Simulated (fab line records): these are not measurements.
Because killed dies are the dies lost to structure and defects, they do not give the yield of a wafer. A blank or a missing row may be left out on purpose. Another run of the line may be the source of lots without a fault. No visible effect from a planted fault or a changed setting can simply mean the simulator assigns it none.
fab line records	flow n5_finfet
[record] lots = 4	wafers = 12	last_day = 18
route steps=1938 shown SD_EPI_P@309 SD_ACTIVATION@330 ILD0@335 SDB@347 MOL_CONTACT_COAG@538
lots that met no fault: from a run of the same line without faults
start_h: the number of hours between the record's first day and the start of the first shown wafer of the lot	wait_h: time in hours since the lot's previous step	" unchanged from the row above	L1.1+2: a single row standing in for several wafers	- value missing, or start not given	* or withheld: withheld	< > ~ a bound
route shown NAME@n: NAME is a module with steps in the file, n the number in the route of the first one	usual: mean/standard deviation taken from wafers without a fault	same: alike in all rows	chamber/n: place in a boat	sites: the reading at each site	_std_site: how widely they spread, as a standard deviation	_edge_site: mean of outer sites minus mean of inner sites	radius_mm: how far each site lies from the wafer's centre	mask NAME#n: copy n	behind: tool/chamber where the wafer was last shaped	hold: why the lot went on hold/how many hours it stayed there/how the hold came to an end	device: the n, p or np transistor that did not switch	end of line: the same wafers' tests at the end of the route	step lacking rows: just its recipe	killed: dies lost to structure and defects at the first sort, not the wafer's yield	map: shows each die of a wafer: x if killed, . if not, _ if none is there
set.NAME: the run value of the setting; set.NAME@STEP: its run value at that earlier step	model.NAME: the simulator's own value behind a step, which no gauge read
lots seen at some steps along the route; tables by step, rows by wafer
services: when a tool's chamber went out of use (start_h, in hours from the record's first day, below 0 if earlier), for how many hours, and the reason
[[steps]]
[step N5_SD_EPI_P_STRIP_38]
[recipe] chemistry = N2/H2	temp_c = 40	n2_flow_sccm = 200	h2_flow_sccm = 200	rf_frequency_hz = 6e+07
[step N5_SD_EPI_P_ETCHBACK_46]
[recipe] chemistry = CH3F/O2	mode = anisotropic_etchback	target = SiNx	target_depth_a = 175	stop_on = SiO2	over_etch_frac = 0.3	ion_energy_ev = 120	pressure_mtorr = 30	source_w = 395	bias_w = 73	Ar_flow_sccm = 150	CH3F_flow_sccm = 30	O2_flow_sccm = 20
[step N5_SD_EPI_P_ETCH_47]
[recipe] chemistry = CH3F/O2	target = SiOCN	target_depth_a = 250	mask_material = SOC	ion_energy_ev = 60	bias_w = 29	pressure_mtorr = 30	source_w = 410	Ar_flow_sccm = 150	CH3F_flow_sccm = 30	O2_flow_sccm = 20
[step N5_SD_EPI_P_ETCH_16]
[recipe] chemistry = CHF3/O2	target = SiO2	target_depth_a = 50	mask_material = SOC	pressure_mtorr = 30	source_w = 650	bias_w = 170	Ar_flow_sccm = 200	CHF3_flow_sccm = 50	O2_flow_sccm = 5	ion_energy_ev = 200
[step N5_SD_EPI_P_STRIP_50]
[recipe] chemistry = CHF3/O2	resist = SiARC	rf_frequency_hz = 6e+07
[step N5_SD_EPI_P_SD_RECESS_17]
[recipe] chemistry = HBr/Cl2/O2	target_depth_a = 391	bt_time_s = 3	pressure_mtorr = 10	icp_w = 800	bias_w = 112	HBr_flow_sccm = 150	Cl2_flow_sccm = 80	O2_flow_sccm = 12
[step N5_SD_EPI_P_WET_ETCH_45]
[recipe] chemistry = dHF	dilution = withheld	time_s = 10.7	target = SiO2	target_depth_a = 20	temp_c = 25	dry = ipa_marangoni	rinse_time_s = 30	rinse_temp_c = 23
[step N5_SD_EPI_P_STRIP_40]
[recipe] chemistry = N2/H2	power_w = 1000	temp_c = 250	h2_frac = 0.65	overash_fraction = 0.3	pressure_mtorr = withheld	n2_flow_sccm = 1750	h2_flow_sccm = 3250
[step N5_SD_EPI_P_PRECLEAN_52]
[recipe] chemistry = O3/DIW	time_s = 60	temp_c = 22	o3_ppm = 10
[step N5_SD_EPI_P_SRD_20]
[recipe] dry = ipa_marangoni	do_ppb = 5	time_s = 30	temp_c = 23	rinse_liquid = diw
[step N5_SD_EPI_P_PRECLEAN_51]
[recipe] chemistry = NF3:NH3	afs_cycles = 1	temp_c = 30	time_s = 20	sublimation_temp_c = 180	sublimation_time_s = 60	pressure_torr = 3	rf_power_w = 30
[step N5_SD_EPI_P_VAPOR_ETCH_44]
[recipe] chemistry = NF3/Ar	target = SiGe30	temp_c = 25	time_s = 3.3	mode = isotropic
[step N5_SD_EPI_P_EPI_21]
[recipe] material = SiGe:B	dopant = B	temp_c = 550	pressure_torr = 20	ambient = H2	time_s = 355
[usual] susceptor_temp_C = 549.98/0.25	susceptor_temp_C_max = 551.4/0.64
lot.wafer	tool	chamber	start_h	wait_h	susceptor_temp_C	susceptor_temp_C_max	model.SiGe-B_of_SD_EPI_P_EPI_21.thk_nm
L615.1	epi_rpcvd-03	0	110.43	0.1	569.01	570.1	90.2
L615.5	"	0	111.87	1.5	569.45	570.5	89.2
L615.6	"	0	"	"	568.84	570.0	89.2
L617.1	epi_rpcvd-03	0	121.19	0.1	568.97	570.2	90
L617.2	"	0	"	"	569.00	570.2	90.8
L617.6	"	0	122.99	1.8	569.21	570.2	90.4
L627.1	epi_rpcvd-03	0	185.54	0.2	550.08	551.2	60.8
L627.2	"	0	"	"	550.11	551.1	60.2
L627.3	"	0	"	"	549.68	550.8	60.4
L629.1	epi_rpcvd-02	0	196.16	0.2	550.16	550.9	60.4
L629.4	"	0	197.60	1.5	550.02	550.9	61.4
L629.6	"	0	"	"	549.84	550.7	60.8
[step N5_SD_EPI_P_EPI_MEAS_23]
[recipe] mode = xrd
[usual] thk_nm = 61.1/1.3
lot.wafer	tool	chamber	start_h	wait_h	thk_nm
L615.1	film_metro-01	-	112.63	1.8	93.0
L615.5	"	-	"	"	90.5
L615.6	"	-	"	"	88.2
L617.1	film_metro-02	-	123.41	1.9	91.8
L617.2	"	-	"	"	90.0
L617.6	"	-	"	"	90.1
L627.1	film_metro-02	-	188.45	2.4	60.8
L627.2	"	-	"	"	59.8
L627.3	"	-	"	"	58.1
L629.1	film_metro-01	-	199.08	2.4	58.4
L629.4	"	-	"	"	61.5
L629.6	"	-	"	"	61.4
[step N5_SD_EPI_P_HM_STRIP_48]
[recipe] chemistry = H3PO4	temp_c = 160	material = SiNx	target = SiNx	target_depth_a = 30	overetch_fraction = 0.3
[step N5_SD_EPI_P_SRD_49]
[recipe] dry = ipa_marangoni	time_s = 30	temp_c = 23	rinse_liquid = diw
[step N5_SD_EPI_P_PRECLEAN_24]
[recipe] chemistry = O3/DIW	time_s = 45	temp_c = 22	o3_ppm = 10
[step N5_SD_EPI_P_PRECLEAN_32]
[recipe] chemistry = dHF	time_s = 10	dilution = 500:1	temp_c = 25
[step N5_SD_EPI_P_PRECLEAN_33]
[recipe] chemistry = SC2	time_s = 45	temp_c = 35	mix = 1:1:50
[step N5_SD_EPI_P_SRD_25]
[recipe] time_s = 30	temp_c = 23	rinse_liquid = diw	dry = ipa_marangoni
[step N5_SD_ACTIVATION_RTA_00]
[recipe] temp_c = 975	time_s = 0	ambient = N2	idle_temp_c = 600	ramp_up_c_per_s = 150	ramp_down_c_per_s = 60	cool_to_c = 600
[step N5_SD_ACTIVATION_LSA_01]
[recipe] temp_c = 1080	time_s = 0.0008	ambient = N2
[step N5_ILD0_LINER_00]
[recipe] material = SiNx	target_thk_a = 40	temp_c = 400	ald_precursor_family = SiH2I2	ald_co_reactant = N2/H2-plasma	pulse_time_s = 1	purge_time_s = 2	co_reactant_purge_time_s = 2	ald_cycles = 80	pressure_torr = 2
[step N5_ILD0_FCVD_FILL_01]
[recipe] material = SiO2_flowable	target_thk_a = 2000	temp_c = 100	pressure_torr = 0.8	rf_w = 2000	time_s = 328.3
[step N5_ILD0_CURE_02]
[recipe] temp_c = 450	time_s = 1800	ambient = steam	idle_temp_c = 400	ramp_up_c_per_min = 5	ramp_down_c_per_min = 3	densification_p_h2o_torr = 640
[step N5_ILD0_CMP_03]
[recipe] stop_on = SiNx	t_overpolish_s = 1.9	post_cmp_clean = alkaline_brush	down_force_psi = 4.1491	platen_rpm = 51.796	pad_velocity_m_s = 1.0306	target_thk_nm = 197.38
[step N5_ILD0_CMP_07]
[recipe] stop_on = poly-Si	material = SiO2_flowable	t_overpolish_s = 1.18	post_cmp_clean = alkaline_brush	down_force_psi = 4.1491	platen_rpm = 51.796	pad_velocity_m_s = 1.0306	target_thk_nm = 138.88
[step N5_ILD0_PRECLEAN_10]
[recipe] chemistry = NF3:NH3	afs_cycles = 5	time_s = 20	temp_c = 30	sublimation_temp_c = 180	sublimation_time_s = 60	pressure_torr = 3	rf_power_w = 30
[step N5_ILD0_ALD_15]
[recipe] material = SiNx	target_thk_a = 240	temp_c = 400	ald_precursor_family = SiH2I2	ald_co_reactant = N2/H2-plasma	pulse_time_s = 1	ald_cycles = 480	purge_time_s = 2	co_reactant_purge_time_s = 2	pressure_torr = 2
[step N5_ILD0_CMP_12]
[recipe] stop_on = poly-Si	material = SiNx	t_overpolish_s = 6	post_cmp_clean = alkaline_brush	down_force_psi = 2.5	platen_rpm = 51.8	pad_velocity_m_s = 1.0307	target_thk_nm = 17.67
[step N5_SDB_HM_DEP_00]
[recipe] material = SiNx	target_thk_a = 400	temp_c = 400	precursor = SiH4/NH3/N2	pressure_torr = 1.5	rf_w = 300	time_s = 35.3
[step N5_SDB_COAT_03]
[recipe] resist = SOC	temp_c = 250	time_s = 60	spin_rpm = 1500	resist_thk_nm = 100
[step N5_SDB_COAT_04]
[recipe] resist = SiARC	temp_c = 220	time_s = 60	spin_rpm = 1500	resist_thk_nm = 18
[step N5_SDB_COAT_05]
[recipe] resist = CAR-ArF	spin_rpm = 1500	resist_thk_nm = 90
[step N5_MOL_CONTACT_COAG_ETCH_110]
[recipe] chemistry = CF4/O2	target = Si	target_depth_a = 25	time_s = 8	pressure_mtorr = 100	source_w = 200	bias_w = 12	ion_energy_ev = 60	Ar_flow_sccm = 100	cf4_flow_sccm = 100	O2_flow_sccm = 10
[usual] drypump_motor_current_A = 5.6/0.4	oes_product_au = 0.79/0.061	rf_fwd_power_W = 198.1/0.82	rf_vpp_V = 127/4.9	showerhead_plenum_p_Torr = 2.22/0.073	throttle_valve_pct = 10.70/0.17
lot.wafer	tool	chamber	start_h	wait_h	drypump_motor_current_A	oes_product_au	rf_fwd_power_W	rf_hours_counter_h	rf_vpp_V	showerhead_plenum_p_Torr	throttle_valve_pct	model.SiGe-B_of_SD_EPI_P_EPI_21.thk_nm
L615.1	rie_diel-01	0	143.01	0.0	6.2	0.77	198.7	116	121	2.15	10.85	85.8
L615.5	"	1	"	"	5.8	0.80	197.9	-	132	2.17	10.56	85
L615.6	"	0	"	"	6.2	0.76	198.8	-	119	2.15	10.85	85
L617.1	rie_diel-04	1	153.61	0.0	5.8	0.77	196.8	124	133	2.25	10.69	85.8
L617.2	"	3	"	"	5.7	0.73	199.0	187	128	2.31	10.91	86.6
L617.6	"	1	"	"	5.8	0.77	197.3	-	134	2.25	10.69	86.2
L627.1	rie_diel-01	0	220.03	0.0	6.2	0.77	197.8	140	119	2.14	10.93	57.8
L627.2	"	2	"	"	5.6	0.79	198.9	103	124	2.22	10.56	57.4
L627.3	"	3	"	"	5.5	0.74	196.8	144	134	2.15	10.95	57.6
L629.1	rie_diel-01	0	233.45	0.0	6.2	0.75	198.7	145	119	2.14	10.92	57.4
L629.4	"	3	"	"	5.4	0.74	196.4	148	135	2.15	10.98	58.4
L629.6	"	0	"	"	6.2	0.75	198.9	-	119	2.14	10.93	57.8
[[services]]
tool	chamber	start_h	hours	kind
rie_diel-01	3	89.17	31.4	repair
rie_diel-04	2	100.77	-	clean
rie_diel-04	2	100.77	-	consumable_replace:focus_ring
rie_diel-04	2	100.77	24.5	scheduled_down
rie_diel-04	2	100.77	24.5	vent_cycle
epi_rpcvd-02	-	105.14	0.7	repair
rie_diel-01	-	116.22	0.3	repair
rie_diel-04	-	134.04	2.8	pm
epi_rpcvd-03	-	165.99	0.5	pm
epi_rpcvd-02	-	169.58	2.8	pm
rie_diel-04	0	204.10	-	clean
rie_diel-04	0	204.10	-	consumable_replace:focus_ring
rie_diel-04	0	204.10	-	consumable_replace:showerhead
rie_diel-04	0	204.10	12.5	scheduled_down
rie_diel-04	0	204.10	12.5	vent_cycle
rie_diel-01	-	205.96	2.7	repair
epi_rpcvd-03	-	215.94	2.5	repair
rie_diel-04	1	218.53	47.5	repair
[[key]]
[first_sign] step = N5_SD_EPI_P_EPI_21	reading = susceptor_temp_C	direction = up	sigmas = 78	usual = *	struck = *
[effect] step = N5_SD_EPI_P_EPI_21	reading = susceptor_temp_C_max	direction = up	sigmas = 29	usual = *	struck = *
[effect] step = N5_SD_EPI_P_EPI_MEAS_23	reading = thk_nm	direction = up	sigmas = 23	usual = *	struck = *
[model_effect] step = N5_SD_EPI_P_EPI_21	value = SiGe-B_of_SD_EPI_P_EPI_21.thk_nm	without = 59.9	struck = 89.97
[model_effect] step = N5_MOL_CONTACT_COAG_ETCH_110	value = SiGe-B_of_SD_EPI_P_EPI_21.thk_nm	without = 57.1	struck = 85.73
met_at N5_SD_EPI_P_EPI_21
struck_wafers L615.1,L615.5,L615.6,L617.1,L617.2,L617.6
tester_left_out L615,L617
[fault] kind = process_parameter_drift	tool = epi_rpcvd-03	chamber = -	onset_h = 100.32	steps = N5_SD_EPI_P_EPI_21	channel = temp_c	offset = *	shape = step	end_h = 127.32	acts_in = *	stated = *
// tester_left_out: of these lots the tester's yield and bins aren't shown, on N5 and GAA mostly nor the transistor test; their killed dies are dies lost to structure and defects alone, not to doping, threshold or leakage, so they don't give the yield
